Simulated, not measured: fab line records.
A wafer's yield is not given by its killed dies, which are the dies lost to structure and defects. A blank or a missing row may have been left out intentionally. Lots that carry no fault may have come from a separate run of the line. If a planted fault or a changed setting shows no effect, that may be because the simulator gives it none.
fab line records	flow n5_finfet
[record] lots = 7	wafers = 21
route steps=1938 shown SD_EPI_N@268 SDB@373 DUMMY_REMOVAL@377 HKMG_FIN@428 GATE_CUT@481 MOL_CONTACT_COAG@562
start_h: the number of hours between the record's first day and the start of the first shown wafer of the lot	wait_h: hours elapsed since this lot's preceding step	" as in the row above	L1.1+2: a single row standing in for several wafers	- no value, or no start was given	* or withheld: withheld	< > ~ a bound
route shown NAME@n: a module of which the file shows steps, and the number in the route of the first	usual: the fault-free wafers' mean and standard deviation	same: alike in all rows	chamber/n: place in a boat	sites: each site's reading	_std_site: the values' standard deviation	_edge_site: the outer-site mean with the inner-site mean subtracted	radius_mm: for every site, how far away it sits from the centre of the wafer	mask NAME#n: copy n	behind: the most recent tool/chamber to have shaped the wafer	hold: reason for holding the lot/hours on hold/outcome of the hold	device: the transistor (n, p or np) that didn't switch	end of line: the route-end tests of the same wafers	a step given without rows: its recipe and nothing more	killed: dies lost to structure and defects at the first sort, not the wafer's yield	map: shows each die of a wafer: x if killed, . if not, _ if none is there
set.NAME: the setting the step ran with; set.NAME@STEP: the setting that earlier step ran with	model.NAME: the simulator's own value behind a step, which no gauge read
lots where settings were altered on purpose, with a table for each step and a row for each wafer
[[steps]]
[step N5_SD_EPI_N_PEB_07]
[recipe] peb_temp_c = 110	peb_time_s = 60	resist = CAR-ArF-block
lot.wafer	tool	chamber	start_h	wait_h	set.peb_temp_c
L074.1+2+6	litho_track-02	0	50.64	0.1	110
L075.1+4+5	litho_track-04	0	56.61	0.1	112.9
L076.2+3	litho_track-01	0	62.14	0.0	110
L076.6	"	0	"	"	113.1
L079.2+3+4	litho_track-04	0	78.83	0.0	110
L080.3+5+6	litho_track-01	0	97.04	0.0	112.3
L092.1+5	litho_track-02	0	159.89	0.1	110
L092.4	"	0	"	"	112.9
L096.2+4+6	litho_track-02	0	182.72	0.0	110
[step N5_SD_EPI_N_DEVELOP_08]
[recipe] develop_time_s = 30	developer = TMAH	resist = CAR-ArF-block	dev_temp_c = 23	rinse_liquid = diw	dry = air_spin
[step N5_SD_EPI_N_CD_MEAS_09]
[recipe] target_cd_nm = 120	landing_energy_ev = 500	detector = se_inlens
[usual] cd_nm = 120.0/0.89
lot.wafer	tool	chamber	start_h	wait_h	set.peb_temp_c@SD_EPI_N_PEB_07	cd_nm
L074.1	cd_sem-01	0	50.70	-	110	119.3
L074.2	"	0	"	"	110	118.6
L074.6	"	0	"	"	110	119.6
L075.1	cd_sem-03	0	56.67	-	112.9	128.6
L075.4	"	0	"	"	112.9	126.8
L075.5	"	0	"	"	112.9	127.2
L076.2	cd_sem-03	0	62.21	-	110	117.9
L076.3	"	0	"	"	110	120.0
L076.6	"	0	"	"	113.1	125.8
L079.2	cd_sem-01	0	78.90	-	110	120.5
L079.3	"	0	"	"	110	120.3
L079.4	"	0	"	"	110	119.7
L080.3	cd_sem-02	0	97.11	-	112.3	124.7
L080.5	"	0	"	"	112.3	126.7
L080.6	"	0	"	"	112.3	124.2
L092.1	cd_sem-02	0	159.96	-	110	120.5
L092.4	"	0	"	"	112.9	126.6
L092.5	"	0	"	"	110	120.7
L096.2	cd_sem-01	0	182.78	-	110	120.9
L096.4	"	0	"	"	110	121.1
L096.6	"	0	"	"	110	121.1
[step N5_SD_EPI_N_DESCUM_14]
[recipe] chemistry = O2	time_s = 7.9	source_power_w = 50	bias_power_w = 20	pressure_mtorr = 20	rf_frequency_hz = 2.712e+07	temp_c = 40	resist = CAR-ArF-block	o2_flow_sccm = 225
lot.wafer	tool	chamber	start_h	wait_h	set.peb_temp_c@SD_EPI_N_PEB_07	model.SD_EPI_N.cd_nm
L074.1	rie_diel-04	0	50.79	0.0	110	119.2
L074.2	"	3	"	"	110	118.6
L074.6	"	1	"	"	110	119.8
L075.1	rie_diel-02	1	56.76	0.0	112.9	128.6
L075.4	"	0	"	"	112.9	126.6
L075.5	"	1	"	"	112.9	127.4
L076.2	rie_diel-06	2	62.54	0.3	110	118
L076.3	"	0	"	"	110	120.2
L076.6	"	0	"	"	113.1	125.8
L079.2	rie_diel-06	2	78.99	0.0	110	120.2
L079.3	"	1	"	"	110	119.8
L079.4	"	0	"	"	110	119.4
L080.3	rie_diel-02	2	97.20	0.0	112.3	124.8
L080.5	"	2	"	"	112.3	126.2
L080.6	"	1	"	"	112.3	124
L092.1	rie_diel-02	1	160.09	0.1	110	120.6
L092.4	"	2	"	"	112.9	126.4
L092.5	"	3	"	"	110	120.4
L096.2	rie_diel-06	1	183.03	0.2	110	120.6
L096.4+6	"	2,3	"	"	110	121
[step N5_SD_EPI_N_ETCH_34]
[recipe] chemistry = CF4	target = SiARC	target_depth_a = 455	mask_material = CAR-ArF-block	time_s = 75.8	ion_energy_ev = 80	pressure_mtorr = 40	source_w = 545	bias_w = 36	Ar_flow_sccm = 100	cf4_flow_sccm = 100	ends = cleared
[step N5_SD_EPI_N_ETCH_35]
[recipe] chemistry = N2/H2	target = SOC	overetch_a = 1080	mask_material = SiARC	temp_c = 40	ion_energy_ev = 100	source_w = 3000	bias_w = 133	pressure_mtorr = 20	time_s = 486	n2_flow_sccm = 200	h2_flow_sccm = 200
[step N5_SD_EPI_N_STRIP_36]
[recipe] chemistry = N2/H2	temp_c = 40	n2_flow_sccm = 200	h2_flow_sccm = 200	rf_frequency_hz = 6e+07
[step N5_SD_EPI_N_ETCHBACK_44]
[recipe] chemistry = CH3F/O2	mode = anisotropic_etchback	target = SiNx	target_depth_a = 145	stop_on = SiO2	over_etch_frac = 0.3	ion_energy_ev = 120	pressure_mtorr = 30	source_w = 395	bias_w = 73	Ar_flow_sccm = 150	CH3F_flow_sccm = 30	O2_flow_sccm = 20
lot.wafer	tool	chamber	start_h	wait_h	set.peb_temp_c@SD_EPI_N_PEB_07	model.SD_EPI_N.cd_nm
L074.1	rie_diel-04	0	51.21	0.0	110	119.4
L074.2	"	3	"	"	110	119.2
L074.6	"	1	"	"	110	118.8
L075.1	rie_diel-02	1	57.18	0.0	112.9	127.2
L075.4+5	"	0,1	"	"	112.9	126.4
L076.2	rie_diel-06	2	62.96	0.0	110	117.6
L076.3	"	0	"	"	110	120.6
L076.6	"	0	"	"	113.1	126.6
L079.2	rie_diel-06	2	79.40	0.0	110	119.4
L079.3	"	1	"	"	110	119.6
L079.4	"	0	"	"	110	120.6
L080.3	rie_diel-02	2	97.61	0.0	112.3	124
L080.5	"	2	"	"	112.3	125.2
L080.6	"	1	"	"	112.3	121.6
L092.1	rie_diel-02	1	160.50	0.0	110	118.6
L092.4	"	2	"	"	112.9	126.8
L092.5	"	3	"	"	110	122.8
L096.2	rie_diel-06	1	183.44	0.0	110	120.4
L096.4	"	2	"	"	110	121
L096.6	"	3	"	"	110	119.4
[step N5_SDB_ALD_29]
[recipe] material = SiNx	target_thk_a = 300	temp_c = 400	ald_precursor_family = SiH2I2	ald_co_reactant = N2/H2-plasma	pulse_time_s = 1	ald_cycles = 600	purge_time_s = 2	co_reactant_purge_time_s = 2	pressure_torr = 2
lot.wafer	tool	chamber	start_h	wait_h	set.ald_cycles	model.SiNx_of_SDB_ALD_29.thk_nm
L074.1+6	ald_sin-03	0,3	68.09	0.0	600	30
L074.2	"	3	"	"	600	29.8
L075.1+5	ald_sin-03	1	75.99	0.0	600	30
L075.4	"	2	"	"	600	29.8
L076.2	ald_sin-04	0	79.14	0.0	600	30
L076.3	"	3	"	"	646	32.6
L076.6	"	0	80.49	1.4	646	32.2
L079.2	ald_sin-02	1	97.29	1.4	547	27.2
L079.3+4	"	0,3	"	"	600	30
L080.3	ald_sin-03	3	115.40	0.1	600	30.2
L080.5+6	"	1,2	116.75	1.5	530	26.8
L092.1	ald_sin-03	3	179.24	0.4	600	30.2
L092.4+5	"	0,1	"	"	600	30
L096.2+4	ald_sin-03	2,3	202.80	0.4	600	30
L096.6	"	3	204.15	1.8	600	30.2
[step N5_SDB_CMP_30]
[recipe] stop_on = poly-Si	t_overpolish_s = 1.54	post_cmp_clean = alkaline_brush	down_force_psi = 4.1491	platen_rpm = 51.796	pad_velocity_m_s = 1.0306	target_thk_nm = 30
[step N5_DUMMY_REMOVAL_HM_STRIP_01]
[recipe] chemistry = CH3F/O2	material = SiNx	target_depth_a = 40	stop_on = poly-Si	time_s = 6.8	over_etch_frac = 0.3	ion_energy_ev = 60	power_w = 410	bias_w = 29	Ar_flow_sccm = 150	CH3F_flow_sccm = 30	O2_flow_sccm = 20
lot.wafer	tool	chamber	start_h	wait_h	set.ald_cycles@SDB_ALD_29	model.SiNx_of_SDB_ALD_29.thk_nm
L074.1+6	rie_diel-03	0	71.18	0.0	600	29.4
L074.2	"	2	"	"	600	29.2
L075.1+5	rie_diel-05	0,2	79.11	0.1	600	29.4
L075.4	"	2	"	"	600	29.2
L076.2	rie_diel-01	2	82.23	0.0	600	29.2
L076.3	"	3	"	"	646	29.8
L076.6	"	3	"	"	646	30.8
L079.2	rie_diel-03	3	100.37	0.0	547	26.6
L079.3+4	"	2,0	"	"	600	29.4
L080.3	rie_diel-01	2	118.63	0.2	600	29.4
L080.5+6	"	2,3	"	"	530	26.2
L092.1	rie_diel-01	0	182.32	0.0	600	29.6
L092.4+5	"	3	"	"	600	29.4
L096.2+4+6	rie_diel-03	3,2,3	205.96	0.0	600	29.4
[step N5_HKMG_FIN_PEB_10]
[recipe] peb_temp_c = withheld	peb_time_s = 60	resist = CAR-ArF
lot.wafer	tool	chamber	start_h	wait_h	set.peb_time_s
L074.1+2+6	litho_track-02	0	76.08	0.1	60
L075.1+4+5	litho_track-02	0	83.91	0.1	60
L076.2	litho_track-04	0	87.53	0.0	60
L076.3+6	"	0	"	"	68.89
L079.2+3	litho_track-02	0	105.35	0.0	60
L079.4	"	0	"	"	49.83
L080.3	litho_track-05	0	123.54	0.0	60
L080.5+6	"	0	"	"	47.79
L092.1+4+5	litho_track-05	0	187.42	0.1	60
L096.2+4	litho_track-05	0	210.64	0.0	60
L096.6	"	0	"	"	55.17
[step N5_HKMG_FIN_DEVELOP_11]
[recipe] develop_time_s = 30	developer = TMAH	resist = CAR-ArF	dev_temp_c = 23	rinse_liquid = diw	dry = air_spin
[step N5_HKMG_FIN_CD_MEAS_12]
[recipe] target_cd_nm = 92.8	landing_energy_ev = 500	detector = se_inlens
[usual] cd_nm = 92.5/0.91
lot.wafer	tool	chamber	start_h	wait_h	set.peb_time_s@HKMG_FIN_PEB_10	cd_nm
L074.1	cd_sem-03	0	76.14	-	60	93.9
L074.2	"	0	"	"	60	92.8
L074.6	"	0	"	"	60	93.3
L075.1	cd_sem-01	0	83.98	-	60	93.1
L075.4	"	0	"	"	60	94.0
L075.5	"	0	"	"	60	93.3
L076.2	cd_sem-03	0	87.60	-	60	91.6
L076.3	"	0	"	"	68.89	98.1
L076.6	"	0	"	"	68.89	98.2
L079.2	cd_sem-02	0	105.42	-	60	92.6
L079.3	"	0	"	"	60	92.4
L079.4	"	0	"	"	49.83	86.5
L080.3	cd_sem-02	0	123.61	-	60	91.0
L080.5	"	0	"	"	47.79	84.6
L080.6	"	0	"	"	47.79	84.5
L092.1	cd_sem-03	0	187.49	-	60	92.1
L092.4	"	0	"	"	60	91.9
L092.5	"	0	"	"	60	91.1
L096.2	cd_sem-02	0	210.70	-	60	90.3
L096.4	"	0	"	"	60	91.6
L096.6	"	0	"	"	55.17	89.4
[step N5_GATE_CUT_COAT_07]
[recipe] resist = CAR-EUV	spin_rpm = 1500	resist_thk_nm = 30
lot.wafer	tool	chamber	start_h	wait_h	set.spin_rpm	model.CAR-EUV_of_GATE_CUT_COAT_07.thk_nm
L074.1+2+6	litho_track-03	0	-	-	1500	29.8
L075.1	litho_track-03	0	-	-	1610	29
L075.4+5	"	0	"	"	1500	30
L076.2+3+6	litho_track-01	0	-	-	1500	29.8
L079.2+4	litho_track-01	0	-	-	1557	29.4
L079.3	"	0	"	"	1500	30
L080.3+6	litho_track-01	0	-	-	1439	30.6
L080.5	"	0	"	"	1500	30
L092.1	litho_track-05	0	-	-	1500	30
L092.4+5	"	0	"	"	1646	28.8
L096.2	litho_track-03	0	-	-	1500	30
L096.4+6	"	0	"	"	1373	31.4
[step N5_GATE_CUT_EBR_09]
[recipe] solvent = PGMEA	ebr_width_mm = 1.5
[step N5_GATE_CUT_SOFTBAKE_08]
[recipe] temp_c = 110	time_s = 60	resist = CAR-EUV
[step N5_GATE_CUT_DESCUM_18]
[recipe] chemistry = O2	time_s = 7	source_power_w = 50	bias_power_w = 20	pressure_mtorr = 20	rf_frequency_hz = 2.712e+07	temp_c = 40	resist = CAR-EUV	o2_flow_sccm = 225
lot.wafer	tool	chamber	start_h	wait_h	set.spin_rpm@GATE_CUT_COAT_07	model.CAR-EUV_of_GATE_CUT_COAT_07.thk_nm
L074.1	rie_diel-03	2	84.63	0.1	1500	26
L074.2+6	"	1,0	"	"	1500	25.8
L075.1	rie_diel-05	3	93.26	0.1	1610	25
L075.4+5	"	2,0	"	"	1500	26
L076.2+3	rie_diel-03	3,1	97.04	0.1	1500	25.8
L076.6	"	1	"	"	1500	26
L079.2+4	rie_diel-03	3,2	115.42	0.0	1557	25.4
L079.3	"	0	"	"	1500	26
L080.3	rie_diel-03	0	132.17	0.2	1439	26.8
L080.5	"	0	"	"	1500	26
L080.6	"	1	"	"	1439	26.6
L092.1	rie_diel-03	2	195.89	0.1	1500	26.2
L092.4+5	"	0,2	"	"	1646	24.8
L096.2	rie_diel-03	3	219.80	0.4	1500	26
L096.4+6	"	1,2	"	"	1373	27.4
[step N5_GATE_CUT_ETCH_36]
[recipe] chemistry = CF4	target = SiARC	target_depth_a = 130	mask_material = CAR-EUV	time_s = 21.7	ion_energy_ev = 80	pressure_mtorr = 40	source_w = 545	bias_w = 36	Ar_flow_sccm = 100	cf4_flow_sccm = 100	ends = cleared
lot.wafer	tool	chamber	start_h	wait_h	set.cf4_flow_sccm	set.spin_rpm@GATE_CUT_COAT_07	model.CAR-EUV_of_GATE_CUT_COAT_07.thk_nm
L074.1	rie_diel-03	2	84.69	0.0	100	1500	7
L074.2+6	"	1,0	"	"	100	1500	6.8
L075.1	rie_diel-05	3	93.31	0.0	100	1610	5.8
L075.4	"	2	"	"	109.9	1500	7
L075.5	"	0	"	"	109.9	1500	6.8
L076.2+3	rie_diel-03	3,1	97.09	0.0	100	1500	6.6
L076.6	"	1	"	"	113	1500	6.8
L079.2	rie_diel-03	3	115.47	0.0	100	1557	6.2
L079.3	"	0	"	"	100	1500	6.8
L079.4	"	2	"	"	100	1557	6.4
L080.3	rie_diel-03	0	132.23	0.0	100	1439	7.6
L080.5	"	0	"	"	100	1500	6.8
L080.6	"	1	"	"	100	1439	7.4
L092.1	rie_diel-03	2	195.94	0.0	91.08	1500	7.2
L092.4	"	0	"	"	100	1646	5.6
L092.5	"	2	"	"	100	1646	5.8
L096.2	rie_diel-03	3	219.85	0.0	100	1500	6.8
L096.4	"	1	"	"	100	1373	8.4
L096.6	"	2	"	"	110.7	1373	8.6
[step N5_GATE_CUT_CUT_ETCH_53]
[recipe] chemistry = SF6/Cl2	target = W	mask_material = SiO2	target_depth_a = 792	pressure_mtorr = 8	icp_w = 900	bias_w = 80	SF6_flow_sccm = 40	Cl2_flow_sccm = 60	ends = cleared
[usual] etch_rf_on_time_s = 26.4/0.48
lot.wafer	tool	chamber	start_h	wait_h	set.icp_w	etch_rf_on_time_s
L074.1	rie_metal-02	0	85.03	0.1	900	26.7
L074.2	"	1	"	"	900	25.9
L074.6	"	1	"	"	900	25.8
L075.1	rie_metal-01	1	93.65	0.1	900	26.7
L075.4	"	0	"	"	900	27.1
L075.5	"	0	"	"	797.3	30.0
L076.2	rie_metal-01	1	97.43	0.1	900	26.7
L076.3	"	0	"	"	900	26.9
L076.6	"	1	"	"	900	26.6
L079.2	rie_metal-02	0	115.81	0.1	900	26.9
L079.3	"	1	"	"	900	25.9
L079.4	"	0	"	"	900	26.7
L080.3	rie_metal-02	0	132.59	0.1	900	26.7
L080.5	"	1	"	"	954.6	24.4
L080.6	"	0	"	"	900	26.6
L092.1	rie_metal-02	1	196.28	0.1	1033	22.7
L092.4	"	0	"	"	1033	23.6
L092.5	"	1	"	"	900	25.4
L096.2	rie_metal-03	0	220.19	0.1	1029	23.5
L096.4	"	1	"	"	900	26.1
L096.6	"	1	"	"	1029	23.4
[step N5_MOL_CONTACT_COAG_ALD_123]
[recipe] material = SiNx	target_thk_a = 50	temp_c = 400	ald_precursor_family = SiH2I2	ald_co_reactant = N2/H2-plasma	pulse_time_s = 1	purge_time_s = 2	co_reactant_purge_time_s = 2	ald_cycles = 100	pressure_torr = 2
lot.wafer	tool	chamber	start_h	wait_h	set.ald_cycles	model.SiNx_of_MOL_CONTACT_COAG_ALD_123.thk_nm
L074.1+2+6	ald_sin-01	1,0,3	98.39	1.5	100	5
L075.1+5	ald_sin-03	1,3	112.40	1.2	100	5
L075.4	"	2	"	"	95	4.8
L076.2	ald_sin-03	1	112.89	1.4	110	5.6
L076.3	"	3	"	"	110	5.4
L076.6	"	1	"	"	100	5
L079.2	ald_sin-01	1	128.64	0.0	88	4.4
L079.3+4	"	3,0	"	"	100	5
L080.3+5+6	ald_sin-03	3,1,0	146.12	0.1	100	5
L092.1+5	ald_sin-01	2,0	209.19	0.0	116	5.8
L092.4	"	0	"	"	100	5
L096.2+6	ald_sin-03	2,3	233.28	0.0	109	5.4
L096.4	"	3	"	"	100	5
[step N5_MOL_CONTACT_COAG_PECVD_31]
[recipe] material = SiO2	target_thk_a = 460	temp_c = 400	precursor = TEOS/O2	pressure_torr = 6.5	rf_w = withheld	teos_flow_sccm = withheld	gas = O2	flow_sccm = 2650	time_s = 8.9
lot.wafer	tool	chamber	start_h	wait_h	set.temp_c	model.SiO2_of_MOL_CONTACT_COAG_PECVD_31.thk_nm
L074.1+2	pecvd-03	1,0	98.89	0.3	400	45.8
L074.6	"	2	"	"	400	45.4
L075.1	pecvd-01	2	112.91	0.3	412.5	41.4
L075.4	"	0	"	"	400	45.4
L075.5	"	2	"	"	400	46
L076.2	pecvd-02	0	113.39	0.3	400	45.4
L076.3	"	1	"	"	405.2	44.2
L076.6	"	1	"	"	405.2	45.6
L079.2	pecvd-01	2	129.15	0.3	392.9	45.8
L079.3	"	0	"	"	392.9	47.4
L079.4	"	2	"	"	400	45.2
L080.3	pecvd-03	2	146.62	0.3	400	45.4
L080.5	"	1	"	"	400	46.8
L080.6	"	0	"	"	400	47
L092.1	pecvd-01	1	209.69	0.3	413.9	41.4
L092.4	"	1	"	"	400	45.8
L092.5	"	1	"	"	413.9	42
L096.2	pecvd-03	0	233.79	0.3	400	45.2
L096.4	"	2	"	"	400	46.2
L096.6	"	1	"	"	400	47
[step N5_MOL_CONTACT_COAG_COAT_75]
[recipe] resist = SOC	temp_c = 250	time_s = 60	spin_rpm = 1500	resist_thk_nm = 60
[step N5_MOL_CONTACT_COAG_COAT_76]
[recipe] resist = SiARC	temp_c = 220	time_s = 60	spin_rpm = 1500	resist_thk_nm = 10
[step N5_MOL_CONTACT_COAG_ETCHBACK_135]
[recipe] chemistry = CHF3	target = SiO2	target_depth_a = 250	time_s = 16.7	ion_energy_ev = 200	pressure_mtorr = 30	source_w = 610	bias_w = 170	Ar_flow_sccm = 200	CHF3_flow_sccm = 50
[step N5_MOL_CONTACT_COAG_STRIP_118]
[recipe] chemistry = CHF3	resist = SiARC	rf_frequency_hz = 6e+07
[step N5_MOL_CONTACT_COAG_VIA_ETCH_46]
[recipe] chemistry = C4F6/O2	target_depth_a = 460	overetch_a = 92	mask_material = SOC	target = SiO2	bias_w = 455	pressure_mtorr = 10	time_s = 40	source_w = 325	Ar_flow_sccm = 300	C4F6_flow_sccm = 10	O2_flow_sccm = 10	ion_energy_ev = 575.3	ends = end_point
lot.wafer	tool	chamber	start_h	wait_h	set.temp_c@MOL_CONTACT_COAG_PECVD_31	model.etch.depth_nm
L074.1	rie_diel-02	1	100.42	0.0	400	45.77
L074.2	"	2	"	"	400	45.74
L074.6	"	2	"	"	400	45.45
L075.1	rie_diel-02	3	114.08	0.0	412.5	41.32
L075.4	"	1	"	"	400	45.37
L075.5	"	0	"	"	400	46.06
L076.2	rie_diel-06	2	115.12	0.0	400	45.45
L076.3	"	0	"	"	405.2	44.11
L076.6	"	3	"	"	405.2	45.63
L079.2	rie_diel-04	3	130.08	0.0	392.9	45.81
L079.3	"	0	"	"	392.9	47.48
L079.4	"	1	"	"	400	45.17
L080.3	rie_diel-04	1	147.60	0.0	400	45.45
L080.5	"	2	"	"	400	46.83
L080.6	"	3	"	"	400	46.9
L092.1	rie_diel-02	3	210.76	0.0	413.9	41.33
L092.4	"	0	"	"	400	45.73
L092.5	"	1	"	"	413.9	41.95
L096.2	rie_diel-04	0	234.92	0.0	400	45.14
L096.4	"	1	"	"	400	46.21
L096.6	"	1	"	"	400	46.98
[step N5_MOL_CONTACT_COAG_STRIP_96]
[recipe] chemistry = N2/H2	power_w = 500	temp_c = 40	pressure_mtorr = 50	rf_frequency_hz = 6e+07	overash_fraction = 0.3	bias_power_w = 28	h2_frac = 0.5	n2_flow_sccm = 300	h2_flow_sccm = 300
[step N5_MOL_CONTACT_COAG_ETCH_47]
[recipe] chemistry = CH3F/O2	target = SiNx	target_depth_a = 270	mask_material = SiO2	stop_on = W	over_etch_frac = 0.2	ion_energy_ev = 120	endpoint = OES-CN	pressure_mtorr = 30	source_w = 395	bias_w = 73	Ar_flow_sccm = 150	CH3F_flow_sccm = 30	O2_flow_sccm = 20	ends = end_point
[step N5_MOL_CONTACT_COAG_STRIP_120]
[recipe] chemistry = CHF3	resist = SiARC	rf_frequency_hz = 6e+07
[step N5_MOL_CONTACT_COAG_VIA_ETCH_117]
[recipe] chemistry = C4F6/O2	target_depth_a = 400	overetch_a = 80	mask_material = SOC	target = SiO2	bias_w = 455	pressure_mtorr = 10	time_s = 26	source_w = 325	Ar_flow_sccm = 300	C4F6_flow_sccm = 10	O2_flow_sccm = 10	ion_energy_ev = 575.3	ends = end_point
[step N5_MOL_CONTACT_COAG_ETCH_124]
[recipe] chemistry = CH3F/O2	target = SiNx	target_depth_a = 65	mask_material = SOC	stop_on = SiOC	over_etch_frac = 0.3	ion_energy_ev = 120	pressure_mtorr = 30	source_w = 395	bias_w = 73	Ar_flow_sccm = 150	CH3F_flow_sccm = 30	O2_flow_sccm = 20	ends = end_point
lot.wafer	tool	chamber	start_h	wait_h	set.ald_cycles@MOL_CONTACT_COAG_ALD_123	model.etch.depth_nm
L074.1	rie_diel-02	0	102.00	0.0	100	4.983
L074.2	"	2	"	"	100	4.985
L074.6	"	1	"	"	100	4.998
L075.1	rie_diel-06	2	115.61	0.0	100	5.025
L075.4	"	0	"	"	95	4.78
L075.5	"	3	"	"	100	5.015
L076.2	rie_diel-06	1	116.39	0.0	110	5.518
L076.3	"	2	"	"	110	5.483
L076.6	"	3	"	"	100	5.001
L079.2	rie_diel-02	3	131.60	0.0	88	4.387
L079.3	"	2	"	"	100	4.993
L079.4	"	0	"	"	100	4.971
L080.3	rie_diel-02	3	149.41	0.0	100	5.002
L080.5	"	1	"	"	100	5.014
L080.6	"	2	"	"	100	4.99
L092.1	rie_diel-06	0	212.16	0.0	116	5.799
L092.4	"	2	"	"	100	5.001
L092.5	"	3	"	"	116	5.776
L096.2	rie_diel-04	1	236.24	0.0	109	5.478
L096.4	"	2	"	"	100	5.026
L096.6	"	2	"	"	109	5.447
[[key]]
[split] step = N5_SD_EPI_N_PEB_07	setting = peb_temp_c	stated = 110	by = wafer
[response] step = N5_SD_EPI_N_CD_MEAS_09	reading = cd_nm	change = +2.35	per = 1%	r = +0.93
[response] step = N5_SD_EPI_N_DESCUM_14	reading = model.SD_EPI_N.cd_nm	change = +2.31	per = 1%	r = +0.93
[response] step = N5_SD_EPI_N_ETCHBACK_44	reading = model.SD_EPI_N.cd_nm	change = +2.5	per = 1%	r = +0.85
[split] step = N5_SDB_ALD_29	setting = ald_cycles	stated = 600	by = wafer
[response] step = N5_SDB_ALD_29	reading = model.SiNx_of_SDB_ALD_29.thk_nm	change = +0.303	per = 1%	r = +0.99
[response] step = N5_DUMMY_REMOVAL_HM_STRIP_01	reading = model.SiNx_of_SDB_ALD_29.thk_nm	change = +0.258	per = 1%	r = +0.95
[split] step = N5_HKMG_FIN_PEB_10	setting = peb_time_s	stated = 60	by = wafer
[response] step = N5_HKMG_FIN_CD_MEAS_12	reading = cd_nm	change = +0.349	per = 1%	r = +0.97
[split] step = N5_GATE_CUT_COAT_07	setting = spin_rpm	stated = 1500	by = wafer
[response] step = N5_GATE_CUT_COAT_07	reading = model.CAR-EUV_of_GATE_CUT_COAT_07.thk_nm	change = -0.142	per = 1%	r = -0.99
[response] step = N5_GATE_CUT_DESCUM_18	reading = model.CAR-EUV_of_GATE_CUT_COAT_07.thk_nm	change = -0.151	per = 1%	r = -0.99
[response] step = N5_GATE_CUT_ETCH_36	reading = model.CAR-EUV_of_GATE_CUT_COAT_07.thk_nm	change = -0.166	per = 1%	r = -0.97
[split] step = N5_GATE_CUT_ETCH_36	setting = cf4_flow_sccm	stated = 100	by = wafer
response none clear
[split] step = N5_GATE_CUT_CUT_ETCH_53	setting = icp_w	stated = 900	by = wafer
[response] step = N5_GATE_CUT_CUT_ETCH_53	reading = etch_rf_on_time_s	change = *	per = 1%	r = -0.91
[split] step = N5_MOL_CONTACT_COAG_ALD_123	setting = ald_cycles	stated = 100	by = wafer
[response] step = N5_MOL_CONTACT_COAG_ALD_123	reading = model.SiNx_of_MOL_CONTACT_COAG_ALD_123.thk_nm	change = +0.0488	per = 1%	r = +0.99
[response] step = N5_MOL_CONTACT_COAG_ETCH_124	reading = model.etch.depth_nm	change = +0.0492	per = 1%	r = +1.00
[split] step = N5_MOL_CONTACT_COAG_PECVD_31	setting = temp_c	stated = 400	by = wafer
[response] step = N5_MOL_CONTACT_COAG_PECVD_31	reading = model.SiO2_of_MOL_CONTACT_COAG_PECVD_31.thk_nm	change = -1.16	per = 1%	r = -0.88
[response] step = N5_MOL_CONTACT_COAG_VIA_ETCH_46	reading = model.etch.depth_nm	change = -1.17	per = 1%	r = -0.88
